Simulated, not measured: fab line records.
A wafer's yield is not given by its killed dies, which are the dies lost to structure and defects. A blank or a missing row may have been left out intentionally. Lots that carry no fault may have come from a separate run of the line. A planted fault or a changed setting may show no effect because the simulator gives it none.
Split-lot trial ; flow n5_finfet ; on a route of 1938 steps: 7 lots, 21 wafers read

== THE SPLIT ==
At N5_BEOL_M0_SAQP_PECVD_04 (deposits a-Si from SiH4/He, target thk 60 nm, time 60.2 s), the setting time_s was moved away from the recipe's 60.2 s on 7 of the 21 wafers read, by -14.3% to +12.8%. For the rest of the wafers, this setting stayed at what the recipe calls for.

The reading is taken at the split's own step.

== THE READING ==
a-Si_of_BEOL_M0_SAQP_PECVD_04.thk_nm (the simulator's own value, which no gauge read), in nm, at N5_BEOL_M0_SAQP_PECVD_04 (deposits a-Si from SiH4/He, target thk 60 nm, time 60.2 s). The file does not state a usual value for it. Here, 14 wafers ran the recipe; their average is 59.6 nm with a standard deviation of 0.98 nm.

wafer;tool, chamber at the split;time_s as run, s;against the recipe;a-Si_of_BEOL_M0_SAQP_PECVD_04.thk_nm, nm;against lot-mates on the recipe
L085.2;pecvd-04, 2;60.2;recipe;59.6;-
L085.6;pecvd-04, 2;60.2;recipe;59.6;-
L085.4;pecvd-04, 1;60.2;recipe;61;-
L090.2;pecvd-04, 1;52.87;-12.2%;53;-6.2
L090.3;pecvd-04, 0;60.2;recipe;59.2;-
L090.5;pecvd-04, 1;52.87;-12.2%;53.4;-5.8
L091.1;pecvd-02, 0;60.2;recipe;57.6;-
L091.3;pecvd-02, 2;60.2;recipe;60.4;-
L091.6;pecvd-02, 0;51.58;-14.3%;50.4;-8.6
L092.1;pecvd-02, 0;60.2;recipe;59.4;-
L092.5;pecvd-02, 1;60.2;recipe;59.6;-
L092.6;pecvd-02, 0;55.25;-8.2%;55.2;-4.3
L094.2;pecvd-01, 2;60.2;recipe;58.8;-
L094.3;pecvd-01, 0;60.2;recipe;59.8;-
L094.5;pecvd-01, 0;67.92;+12.8%;69;+9.7
L095.1;pecvd-04, 0;63.33;+5.2%;61.2;+3.0
L095.2;pecvd-04, 2;60.2;recipe;58.2;-
L095.5;pecvd-04, 0;63.33;+5.2%;63.4;+5.2
L096.2;pecvd-04, 0;60.2;recipe;59.4;-
L096.5;pecvd-04, 0,1;60.2;recipe;61;-
L096.6;pecvd-04, 0,1;60.2;recipe;61;-
If several chambers appear in one row, that row covers several wafers at once and the file leaves open which wafer was in which chamber.

FIT RESULTS
A straight line over all 21 wafers: a-Si_of_BEOL_M0_SAQP_PECVD_04.thk_nm changes by +0.604 nm for each +1% of time_s; r = +0.96; the points scatter about the line by 1.1 nm.
The same after taking each lot's own level away (the mean of its wafers on the recipe; 21 wafers): +0.609 nm for each +1%; r = +0.97; scatter 0.95 nm.
That fit puts the effect of the largest move of time_s on the reading at 8.7 nm.
The span of the lots' own levels, 58.20 to 60.47 nm, comes to 2.3 times the standard deviation stated above.
Hence the lot-to-lot level has little effect on the slope; both slopes agree.
Check: -8.29 nm against its lot-mates is what the line predicts for one of the wafers moved furthest among these (-14.3%) when that wafer is left out of the fit. Against them it came out at -8.6 nm.

== THE OTHER SPLITS THESE WAFERS WENT THROUGH ==
Before the reading, these wafers also passed through other splits. Each is held against what the fit with the lots' levels taken away leaves over:
other split on the same wafers;wafers away from the commonest value;r with a-Si_of_BEOL_M0_SAQP_PECVD_04.thk_nm (lot level and that fit taken away)
N5_HKMG_FIN_COAT_43 spin_rpm;9;-0.28
N5_MOL_CONTACT_COAG_PECVD_31 temp_c;7;+0.04

== THE WHOLE CHAIN: every reading that the file lists as answering this split, in the file's order ==
step;what it does;reading;change (the file's fit);r (the file's)
N5_BEOL_M0_SAQP_PECVD_04;deposits a-Si from SiH4/He, target thk 60 nm, time 60.2 s;a-Si_of_BEOL_M0_SAQP_PECVD_04.thk_nm (the simulator's own value, which no gauge read);+0.616 nm for each +1% of the setting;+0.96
N5_BEOL_M0_SAQP_THK_MEAS_05;;thk_nm;withheld for each +1% of the setting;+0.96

== THE FILE'S OWN FIT ==
a-Si_of_BEOL_M0_SAQP_PECVD_04.thk_nm changes by +0.616 nm for each +1% of time_s, r = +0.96.
